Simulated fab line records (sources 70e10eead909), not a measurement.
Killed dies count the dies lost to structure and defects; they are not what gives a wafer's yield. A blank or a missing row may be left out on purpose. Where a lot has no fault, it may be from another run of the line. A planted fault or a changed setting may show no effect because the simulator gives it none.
Which tool did it?	flow nand_harc	11 lots with 33 wafers sampled at 4 steps, on a route of 1302 steps

## WHAT THE GAUGES READ, wafer by wafer
NHARC_A_CHANNEL_HOLE_D2_INSPECT_40.
lot	measured	on	raw_defect_count
L267	day 14 03:29	defect_inspect-02	419 291 466
L268	day 14 07:52	defect_inspect-02	261 289 494
L273	day 16 22:11	defect_inspect-02	156 341 302
L274	day 17 06:31	defect_inspect-02	1213 1307 1272
L277	day 18 10:13	defect_inspect-02	1196 998 1179
L280	day 19 13:11	defect_inspect-01	173 251 191
L284	day 21 02:23	defect_inspect-01	376 224 279
L285	day 21 04:32	defect_inspect-01	252 379 270
L287	day 22 13:14	defect_inspect-02	271 186 177
L289	day 23 04:28	defect_inspect-01	178 218 292
L288	day 23 05:32	defect_inspect-01	202 141 162

## WHAT TOOL EACH LOT RAN ON (gives the tool, then ch and the chambers of the sampled wafers, and finally the start)
lot	NHARC_A_CHANNEL_HOLE_D2_ETCH_26	NHARC_A_CHANNEL_HOLE_D2_ETCH_44	NHARC_A_CHANNEL_HOLE_D2_PRECLEAN_29
L267	har_etch-02 ch 0,1, day 14 01:34	rie_diel-09 ch 1,3, day 14 02:31	wet_bench-03 ch 0,1,4, day 14 03:10
L268	har_etch-01 ch 0,1, day 14 05:56	rie_diel-03 ch 1,2,3, day 14 06:51	wet_bench-05 ch 4,5,6, day 14 07:30
L273	har_etch-01 ch 0,1, day 16 20:15	rie_diel-09 ch 0,2,3, day 16 21:12	wet_bench-06 ch 0,4,5, day 16 21:52
L274	har_etch-01 ch 0,1, day 17 04:35	rie_diel-09 ch 1,2,3, day 17 05:32	wet_bench-06 ch 0,1,2, day 17 06:12
L277	har_etch-02 ch 0,1, day 18 08:17	rie_diel-03 ch 0,1, day 18 09:14	wet_bench-06 ch 2,4,5, day 18 09:53
L280	har_etch-01 ch 0,1, day 19 11:18	rie_diel-09 ch 1,2, day 19 12:13	wet_bench-03 ch 0,5,6, day 19 12:53
L284	har_etch-02 ch 0,1, day 21 00:32	rie_diel-03 ch 0,1,3, day 21 01:25	wet_bench-06 ch 3,6,7, day 21 02:04
L285	har_etch-01 ch 1, day 21 02:39	rie_diel-09 ch 0,2, day 21 03:34	wet_bench-03 ch 1,3,4, day 21 04:13
L287	har_etch-02 ch 0,1, day 22 11:17	rie_diel-02 ch 1,2,3, day 22 12:16	wet_bench-03 ch 2,4,7, day 22 12:55
L289	har_etch-01 ch 0, day 23 02:35	rie_diel-03 ch 0,1, day 23 03:29	wet_bench-06 ch 1,2,3, day 23 04:10
L288	har_etch-02 ch 0,1, day 23 03:38	rie_diel-09 ch 1,2,3, day 23 04:34	wet_bench-03 ch 3,5,6, day 23 05:13
- NHARC_A_CHANNEL_HOLE_D2_ETCH_26: etches the open film in C4F8/O2/Ar, time 224.1 s, target depth 300 nm.
- NHARC_A_CHANNEL_HOLE_D2_ETCH_44: etches the open film in CF4/O2, target depth 140 nm, overetch 14 nm, time 77 s.
- NHARC_A_CHANNEL_HOLE_D2_PRECLEAN_29: cleans in SC1.

## THE ANSWER, worked out from the rows above alone
Rule: what is usual is taken from the lots themselves. Put in order of their means at a reading, lots are off if they are a third of the lots or fewer, leave a main group of 4 or more, and stand apart from it by a gap of 3 or more times the standard deviation of the main group's means; of several such gaps the widest counts. A main group whose means are all the same, to the digits that the tables above print for the reading, isn't used. Also off: a lot with no number at a reading for which 4 or more lots have one. Any other lot the step has rows for is counted as sound.
Off: L274, L277, at NHARC_A_CHANNEL_HOLE_D2_INSPECT_40 (raw_defect_count). Main group: mean 268, sd 68.
A tool fits if, at a process step before that reading, it ran every lot that is off, and no sound lot after the first of them. Those tools and the gauges at NHARC_A_CHANNEL_HOLE_D2_INSPECT_40 are tried in the same way. No candidate that was tried fits.

## WHAT THE SIMULATOR PUT IN
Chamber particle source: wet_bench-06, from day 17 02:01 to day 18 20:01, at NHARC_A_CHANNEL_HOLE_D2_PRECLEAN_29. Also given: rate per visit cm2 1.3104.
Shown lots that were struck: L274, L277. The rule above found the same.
